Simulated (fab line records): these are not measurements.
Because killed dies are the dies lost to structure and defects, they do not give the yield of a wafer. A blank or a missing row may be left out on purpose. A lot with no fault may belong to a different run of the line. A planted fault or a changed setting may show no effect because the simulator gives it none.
Matching of chambers + flow nand-harc + NHARC_A_STAIRCASE_DEP_322 on pecvd-01 has 3 sister chambers
The step deposits SiO2, target thk 7200 nm. 3 wafers are shown with their chamber, then 9 later ones without.

## WAFERS PAIRED WITH THEIR CHAMBERS
| wafer  | chamber | heater-power-w (W) |
|--------|---------|--------------------|
| L084.4 | 2       | 678                |
| L089.2 | 1       | 637                |
| L089.5 | 0       | 533                |

## WAFERS WHOSE CHAMBER IS MISSING
| wafer  | heater-power-w (W) |
|--------|--------------------|
| L090.2 | 704                |
| L090.3 | 578                |
| L090.6 | 529                |
| L095.2 | 724                |
| L095.3 | 608                |
| L095.6 | 620                |
| L097.3 | 651                |
| L097.5 | 625                |
| L097.6 | 520                |

## THE CHAMBER EACH PASSED THROUGH
| wafer  | from the rows above          | in truth |
|--------|------------------------------|----------|
| L090.2 | can't be placed: 2 or 1      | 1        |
| L090.3 | can't be placed: 0 or 1      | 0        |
| L090.6 | 0                            | 0        |
| L095.2 | can't be placed: 2 or 1      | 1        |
| L095.3 | can't be placed: 1 or 2 or 0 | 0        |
| L095.6 | can't be placed: 1 or 2      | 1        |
| L097.3 | can't be placed: 1 or 2      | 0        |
| L097.5 | can't be placed: 1 or 2      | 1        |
| L097.6 | 0                            | 0        |
Placed correctly: 2 of 9. These rows do not allow placing 7 (true chamber among the candidates in 6). 0 placed wrongly.
How it was worked out, from the rows above alone: a wafer's distance from a chamber is the root of the sum, over the readings, of the square of ((its reading less the chamber's mean) divided by the reading's scatter). The wafer belongs to the nearest chamber; if the next one is less than 2 further off, it can't be placed. The mean given for a chamber averages the wafers shown for that chamber. The scatter (one wafer shown for each chamber): square how far every hidden wafer sits from the nearest shown wafer, average those squares and take the square root.
